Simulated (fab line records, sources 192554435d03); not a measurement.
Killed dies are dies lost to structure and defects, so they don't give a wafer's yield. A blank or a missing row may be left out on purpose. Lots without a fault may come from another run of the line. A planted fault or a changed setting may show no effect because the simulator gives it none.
Split-lot experiment | flow n5_finfet | 7 lots, 21 wafers read, on a route of 1938 steps

THE SPLIT
At N5_MOL_CONTACT_COAG_EXPOSE_05 (exposes mask CA, defocus 0 nm), the setting dose_mj was moved away from the recipe's 38.25 on 7 of the 21 wafers read, by -6.5% to +6.9%. The other wafers ran this setting at the recipe's value.

FROM THE SPLIT TO THE READING: what the file shows between them, 2 steps
- N5_MOL_CONTACT_COAG_PEB_06: peb time 60 s
- N5_MOL_CONTACT_COAG_DEVELOP_07: develop time 30 s

THE READING
cd_nm, in nm, at N5_MOL_CONTACT_COAG_CD_MEAS_08 (target cd 28 nm). Fault-free wafers of this fab line usually give 27.94 nm, standard deviation 0.27 nm.

wafer  | tool, chamber at the split | dose_mj as run | against the recipe | cd_nm, nm | against lot-mates on the recipe
L076.1 | euv_scanner-01, 0          | 40.43          | +5.7%              | 28.99     | +0.81
L076.4 | euv_scanner-01, 0          | 38.25          | recipe             | 28.15     | -
L076.5 | euv_scanner-01, 0          | 38.25          | recipe             | 28.21     | -
L078.2 | euv_scanner-01, 0          | 40.89          | +6.9%              | 28.76     | +0.55
L078.5 | euv_scanner-01, 0          | 38.25          | recipe             | 28.41     | -
L078.6 | euv_scanner-01, 0          | 38.25          | recipe             | 28.02     | -
L079.2 | euv_scanner-01, 0          | 38.25          | recipe             | 28.09     | -
L079.3 | euv_scanner-01, 0          | 39.42          | +3.1%              | 27.83     | -0.26
L079.5 | euv_scanner-01, 0          | 39.42          | +3.1%              | 28.46     | +0.37
L082.2 | euv_scanner-01, 0          | 38.25          | recipe             | 27.72     | -
L082.4 | euv_scanner-01, 0          | 38.25          | recipe             | 27.90     | -
L082.6 | euv_scanner-01, 0          | 38.25          | recipe             | 27.76     | -
L086.1 | euv_scanner-02, 0          | 38.25          | recipe             | 27.87     | -
L086.5 | euv_scanner-02, 0          | 35.75          | -6.5%              | 26.39     | -1.48
L086.6 | euv_scanner-02, 0          | 35.75          | -6.5%              | 26.77     | -1.10
L089.4 | euv_scanner-01, 0          | 35.84          | -6.3%              | 26.48     | -1.31
L089.5 | euv_scanner-01, 0          | 38.25          | recipe             | 27.78     | -
L089.6 | euv_scanner-01, 0          | 38.25          | recipe             | 27.80     | -
L094.2 | euv_scanner-01, 0          | 38.25          | recipe             | 28.08     | -
L094.3 | euv_scanner-01, 0          | 38.25          | recipe             | 28.06     | -
L094.4 | euv_scanner-01, 0          | 38.25          | recipe             | 28.12     | -

THE FIT
A straight line over all 21 wafers: cd_nm changes by +0.178 nm for each +1% of dose_mj; r = +0.91; the points scatter about the line by 0.27 nm.
The same after taking each lot's own level away (the mean of its wafers on the recipe; 21 wafers): +0.151 nm for each +1%; r = +0.91; scatter 0.23 nm.
On that fit, the largest move of dose_mj shifts the reading by 1 nm.
The lots' own levels span 27.790 to 28.215 nm, that is 1.6 times the standard deviation above.
So the lot-to-lot level changes the slope: the two fits differ.
Check: with one of the wafers moved furthest among these (+6.9%) left out of the fit, the line predicts +1.07 nm for it against its lot-mates. It came out at +0.545 nm against them.

OTHER SPLITS ON THESE WAFERS
These wafers also went through other splits before the reading. Each is held against what the fit with the lots' levels taken away leaves over:
other split on the same wafers | wafers away from the commonest value | r with cd_nm (lot level and that fit taken away)
N5_SD_EPI_P_COAT_34 spin_rpm   | 8                                    | -0.23
N5_SD_EPI_P_EXPOSE_06 dose_mj  | 4                                    | -0.08
N5_HKMG_FIN_ETCH_58 source_w   | 9                                    | -0.54
N5_HKMG_FIN_ALD_79 ald_cycles  | 8                                    | -0.20

THE WHOLE CHAIN: every reading that the file lists as answering this split, in the file's order
step                                | what it does                                                             | reading                                                                        | change (the file's fit)               | r (the file's)
N5_MOL_CONTACT_COAG_CD_MEAS_08      | target cd 28 nm                                                          | cd_nm                                                                          | +0.147 nm for each +1% of the setting | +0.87
N5_MOL_CONTACT_COAG_ETCH_59         | etches underlayer in N2/H2, target depth 13 nm, time 10.4 s              | MOL_CONTACT_COAG.cd_offset_nm (the simulator's own value, which no gauge read) | +0.189 nm for each +1% of the setting | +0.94
N5_MOL_CONTACT_COAG_ETCH_105        | etches SiARC in CF4, target depth 15.6 nm, time 26 s                     | MOL_CONTACT_COAG.cd_offset_nm (the simulator's own value, which no gauge read) | +0.199 nm for each +1% of the setting | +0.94
N5_MOL_CONTACT_COAG_CONTACT_ETCH_14 | etches SiO2 in C4F6/O2, target depth 27.5 nm, overetch 8.5 nm, time 20 s | MOL_CONTACT_COAG.cd_offset_nm (the simulator's own value, which no gauge read) | +0.172 nm for each +1% of the setting | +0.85
N5_MOL_CONTACT_COAG_ETCH_15         | etches SiNx in CH3F/O2, stops on Si:P, target depth 7 nm                 | MOL_CONTACT_COAG.cd_offset_nm (the simulator's own value, which no gauge read) | +0.179 nm for each +1% of the setting | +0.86

THE FILE'S OWN FIT
cd_nm changes by +0.147 nm for each +1% of dose_mj, r = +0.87.
